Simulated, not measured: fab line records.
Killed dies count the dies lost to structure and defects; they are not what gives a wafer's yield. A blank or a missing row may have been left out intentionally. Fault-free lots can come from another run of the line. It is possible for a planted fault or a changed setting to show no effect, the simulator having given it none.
Split-lot trial | flow n5Finfet | 39 wafers read from 7 lots, route of 1938 steps

== SPLIT DETAILS ==
At N5_BEOL_M11_ILD_DEP_00 (deposits SiCOH lowk from DEMS/porogen, target thk 308.51 nm, time 58 s), the setting targetThkA was moved away from the recipe's 3085.1 angstrom on 15 of the 39 wafers read, by -50.7% to +57.7%. The other wafers ran this setting at the recipe's value.

== FROM SPLIT TO READING: 1 step shown by the file between the two ==
- N5_BEOL_M11_CURE_71: cures SiCOH lowk, time 240 s

== THE READING ==
M11_ILD_THK (nm), taken at N5_BEOL_M11_THK_MEAS_01. Typical for fault-free wafers on this fab line: 268 nm, with standard deviation 3.4 nm.

wafer  | tool, chamber at the split | targetThkA as run, angstrom | against the recipe | M11_ILD_THK, nm | against lot-mates on the recipe
L075.2 | pecvd-04, 2                | 3085.1                      | recipe             | 264             | -
L075.3 | pecvd-04, 1                | 3085.1                      | recipe             | 266             | -
L075.4 | pecvd-04, 0                | 3085.1                      | recipe             | 269             | -
L078.1 | pecvd-04, 0                | 3085.1                      | recipe             | 268             | -
L078.2 | pecvd-04, 2                | 2418                        | -21.6%             | 207             | -60
L078.3 | pecvd-04, 1                | 3085.1                      | recipe             | 267             | -
L078.4 | pecvd-04, 0                | 2418                        | -21.6%             | 215             | -52
L078.5 | pecvd-04, 1                | 3085.1                      | recipe             | 266             | -
L078.6 | pecvd-04, 2                | 2418                        | -21.6%             | 213             | -54
L085.1 | pecvd-04, 0                | 4619                        | +49.7%             | 400             | +131
L085.2 | pecvd-04, 2                | 3085.1                      | recipe             | 264             | -
L085.3 | pecvd-04, 1                | 3085.1                      | recipe             | 270             | -
L085.4 | pecvd-04, 2                | 4619                        | +49.7%             | 407             | +138
L085.5 | pecvd-04, 0                | 3085.1                      | recipe             | 272             | -
L085.6 | pecvd-04, 1                | 4619                        | +49.7%             | 411             | +142
L087.1 | pecvd-04, 0                | 3085.1                      | recipe             | 265             | -
L087.2 | pecvd-04, 2                | 1520                        | -50.7%             | 127             | -140
L087.3 | pecvd-04, 1                | 1520                        | -50.7%             | 130             | -137
L087.4 | pecvd-04, 1                | 3085.1                      | recipe             | 268             | -
L087.5 | pecvd-04, 2                | 1520                        | -50.7%             | 125             | -142
L087.6 | pecvd-04, 0                | 3085.1                      | recipe             | 268             | -
L092.1 | pecvd-01, 1                | 2144                        | -30.5%             | 183             | -87
L092.2 | pecvd-01, 0                | 2144                        | -30.5%             | 190             | -80
L092.3 | pecvd-01, 2                | 3085.1                      | recipe             | 267             | -
L092.4 | pecvd-01, 2                | 2144                        | -30.5%             | 189             | -81
L092.5 | pecvd-01, 1                | 3085.1                      | recipe             | 270             | -
L092.6 | pecvd-01, 0                | 3085.1                      | recipe             | 274             | -
L097.1 | pecvd-04, 0                | 4866                        | +57.7%             | 429             | +159
L097.2 | pecvd-04, 1                | 3085.1                      | recipe             | 262             | -
L097.3 | pecvd-04, 2                | 4866                        | +57.7%             | 425             | +155
L097.4 | pecvd-04, 1                | 4866                        | +57.7%             | 430             | +160
L097.5 | pecvd-04, 2                | 3085.1                      | recipe             | 272             | -
L097.6 | pecvd-04, 0                | 3085.1                      | recipe             | 276             | -
L094.1 | pecvd-04, 2                | 3085.1                      | recipe             | 269             | -
L094.2 | pecvd-04, 0                | 3085.1                      | recipe             | 272             | -
L094.3 | pecvd-04, 2                | 3085.1                      | recipe             | 273             | -
L094.4 | pecvd-04, 0                | 3085.1                      | recipe             | 275             | -
L094.5 | pecvd-04, 0                | 3085.1                      | recipe             | 279             | -
L094.6 | pecvd-04, 2                | 3085.1                      | recipe             | 274             | -

FIT RESULTS
A straight line over all 39 wafers: M11_ILD_THK changes by +2.75 nm for each +1% of targetThkA; r = +1.00; the points scatter about the line by 4 nm.
The same after taking each lot's own level away (the mean of its wafers on the recipe; 39 wafers): +2.74 nm for each +1%; r = +1.00; scatter 3.4 nm.
That fit puts the effect of the largest move of targetThkA on the reading at 1.6e+02 nm.
The lots' own levels span 266.3 to 273.7 nm, that is 2.2 times the standard deviation above.
The two slopes are in agreement: the lot-to-lot level therefore moves the slope only a little.
Check: for one of the wafers moved furthest among these (+57.7%), held out of the fit, the line's prediction against its lot-mates is +158 nm. Against them it came out at +159 nm.

== THE WHOLE CHAIN: every reading that the file lists as answering this split, in the file's order ==
step                    | what it does                                                           | reading                                                                                  | change (the file's fit)              | r (the file's)
N5_BEOL_M11_ILD_DEP_00  | deposits SiCOH lowk from DEMS/porogen, target thk 308.51 nm, time 58 s | SiCOH_lowk_of_BEOL_M11_ILD_DEP_00.thkNm (the simulator's own value, which no gauge read) | +3.09 nm for each +1% of the setting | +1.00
N5_BEOL_M11_CURE_71     | cures SiCOH lowk, time 240 s                                           | SiCOH_lowk_of_BEOL_M11_ILD_DEP_00.thkNm (the simulator's own value, which no gauge read) | +2.74 nm for each +1% of the setting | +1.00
N5_BEOL_M11_THK_MEAS_01 |                                                                        | M11_ILD_THK                                                                              | +2.73 for each +1% of the setting    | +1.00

== THE FILE'S OWN FIT ==
M11_ILD_THK changes by +2.73 nm for each +1% of targetThkA, r = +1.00.
